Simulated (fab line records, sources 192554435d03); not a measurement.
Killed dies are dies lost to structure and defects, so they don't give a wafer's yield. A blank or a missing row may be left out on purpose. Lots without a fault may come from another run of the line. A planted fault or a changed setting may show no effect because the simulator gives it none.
A struck lot beside a sound one | flow n5_finfet | 39 steps out of a route of 1938
Sound: wafers L985.1, L985.4, L985.5. Struck: wafers L975.1, L975.3, L975.4. The cause comes at the end.
At each step with rows: each side's tool, then ch and its chambers, then its first start. Under that, the readings that differ: sound wafers | struck wafers | difference of the means | sigmas: that difference in standard deviations of wafers without a fault.
alike: readings whose means differ by less than 2 such deviations, and words and numbers that are the same on both sides. not compared: withheld readings, readings that some wafer has no value for, bounds like >300 that may hide the same value, and numbers for which the record gives no deviation and whose values overlap.
The two part at a step that has a row with sigmas, a row that says differs or no value, or rows on one side only. Numbers that don't overlap but have no deviation are shown without sigmas and don't part them. A reading that every wafer of one side lacks parts them only if that side has two wafers or more.

first, 9 steps without rows for these wafers: N5_HKMG_FIN_DESCUM_17 (chemistry O2, time 7.9 s); N5_HKMG_FIN_ETCH_31 (etches SiARC in CF4, target depth 45.5 nm, time 75.8 s); N5_HKMG_FIN_ETCH_32 (etches SOC in N2/H2, target depth 240 nm, time 300 s); N5_HKMG_FIN_STRIP_33 (strips in N2/H2); N5_HKMG_FIN_STRIP_34 (strips in CF4); N5_HKMG_FIN_ETCH_35 (etches SOC in N2/H2, target depth 215.8 nm, time 243.4 s); N5_HKMG_FIN_STRIP_92 (strips SOC in N2/H2, time 20 s); N5_HKMG_FIN_WET_ETCH_18 (etches TiN in SC1, time 55 s, target depth 5.2 nm, rinse time 30 s); N5_HKMG_FIN_STRIP_19 (strips in N2/H2, time 360 s).
N5_HKMG_FIN_ALD_91: deposits TiN, target thk 1 nm, pulse time 1 s, purge time 3 s.
  sound on ald_metal-04 ch 1,2, day 9 16:55; struck on ald_metal-03 ch 0,1,2, day 7 11:25
  reading              | sound                | struck               | difference | sigmas
  susceptor_temp_C (C) | 399.81 400.54 400.30 | 372.34 372.34 371.93 | -28.01     | -99 or more
  alike: heater_power_outer_w, heater_power_w, precursor_pulse_height_rel
then, 27 steps without rows for these wafers: N5_HKMG_FIN_COAT_85 (time 60 s, resist thk 300 nm); N5_HKMG_FIN_ETCH_86 (etches SOC in N2/H2, stops on TiN, target depth 393.2 nm); N5_HKMG_FIN_STRIP_89 (strips SOC in N2/H2, time 20 s); N5_HKMG_FIN_WET_ETCH_87 (etches TiN in SC1, time 154.2 s, target depth 4.7 nm, rinse time 30 s); N5_HKMG_FIN_STRIP_88 (strips in N2/H2, time 360 s); N5_HKMG_FIN_NWFM_ALD_20 (deposits TiAlC, target thk 2 nm, pulse time 3 s, purge time 2 s); N5_HKMG_FIN_ALD_71 (deposits TiN, target thk 1 nm, pulse time 1 s, purge time 3 s); N5_HKMG_FIN_COAT_66 (time 60 s, resist thk 300 nm); N5_HKMG_FIN_ETCH_67 (etches SOC in N2/H2, stops on TiN, target depth 388.9 nm); N5_HKMG_FIN_STRIP_90 (strips SOC in N2/H2, time 20 s); N5_HKMG_FIN_WET_ETCH_73 (etches the open film in SC1, time 42.3 s, target depth 1.3 nm, rinse time 30 s); N5_HKMG_FIN_ETCHBACK_68 (etches the open film in Cl2/Ar, stops on HfO2, target depth 0.5 nm); N5_HKMG_FIN_STRIP_69 (strips in N2/H2, time 360 s); N5_HKMG_FIN_ALD_21 (deposits TiN, target thk 1.5 nm, pulse time 1 s, purge time 3 s); N5_HKMG_FIN_ALD_72 (deposits W, target thk 2 nm, pulse time 1 s, purge time 2 s); N5_HKMG_FIN_W_FILL_22 (material W, target thk 60 nm, time 18.2 s); N5_HKMG_FIN_PRECLEAN_83 (cleans in DIW, time 57.5 s); N5_HKMG_FIN_SRD_84 (dry time 32 s); N5_HKMG_FIN_CMP_23 (polishes, stops on SiNx, t overpolish 10 s, target thk 46.326 nm); N5_HKMG_FIN_CMP_94 (polishes, stops on SiNx, t overpolish 4.7 s, target thk 43.299 nm); N5_GATE_CUT_ETCHBACK_00 (etches W in SF6/Cl2); N5_GATE_CUT_ETCH_56 (etches TiN in Cl2/Ar, target depth 21.6 nm); N5_GATE_CUT_ETCHBACK_30 (etches TiN in Cl2/Ar, target depth 3 nm); N5_GATE_CUT_VAPOR_ETCH_60 (etches HfO2 in BCl3/Cl2); N5_GATE_CUT_ETCH_58 (etches SiNx in CH3F/O2, target depth 17 nm, time 128.6 s); N5_GATE_CUT_STRIP_59 (strips in N2/H2, time 20 s); N5_GATE_CUT_PRECLEAN_31 (cleans in DIW, time 300 s).
-- the record jumps here: 4 days lie between the struck wafers' starts before and after (it left off in module GATE_CUT and takes up again in module BEOL_M4, whose first step shown is number 1111 of the route) --
N5_BEOL_M4_RC_MEAS_101:
  sound on prober-02 ch 0, day 14 07:40; struck on prober-01 ch 0, day 11 17:31
  reading             | sound                    | struck                     | difference | sigmas
  IOFF_N_LONG (nA/um) | 6.1e-05 6.1e-05 6.02e-05 | 7.73e-05 7.62e-05 7.51e-05 | +1.55e-05  | +6
  ION_P (uA/um)       | 472 464 478              | 458 458 448                | -17        | -2
  VT_N (mV)           | 248 247 246              | 239 241 239                | -7         | -2
  VT_N_LONG (mV)      | 274.9 273.8 274.6        | 263.9 265.6 264.8          | -9.7       | -5
  VT_N_LVT (mV)       | 97 96 96                 | 88 88 88                   | -8         | -2
  alike: DIBL_N, DIBL_P, IOFF_N, IOFF_N_85C, IOFF_N_LIN, IOFF_P, ION_N, SS_N, SS_P, VT_P
-- the record jumps here: 5 days lie between the struck wafers' starts before and after (it left off in module BEOL_M4 and takes up again in module PASSIVATION, whose first step shown is number 1936 of the route) --
N5_PASSIVATION_PROBE_49:
  the record has rows for the struck wafers here (prober-02, day 16 17:03) and none for the sound ones

WHERE THEY PART
First at N5_HKMG_FIN_ALD_91; last, within this record, at N5_PASSIVATION_PROBE_49.

WHY: what the simulator had put in
Process parameter drift: ald_metal-03, from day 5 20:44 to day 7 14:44, at N5_HKMG_FIN_ALD_91. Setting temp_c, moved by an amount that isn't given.
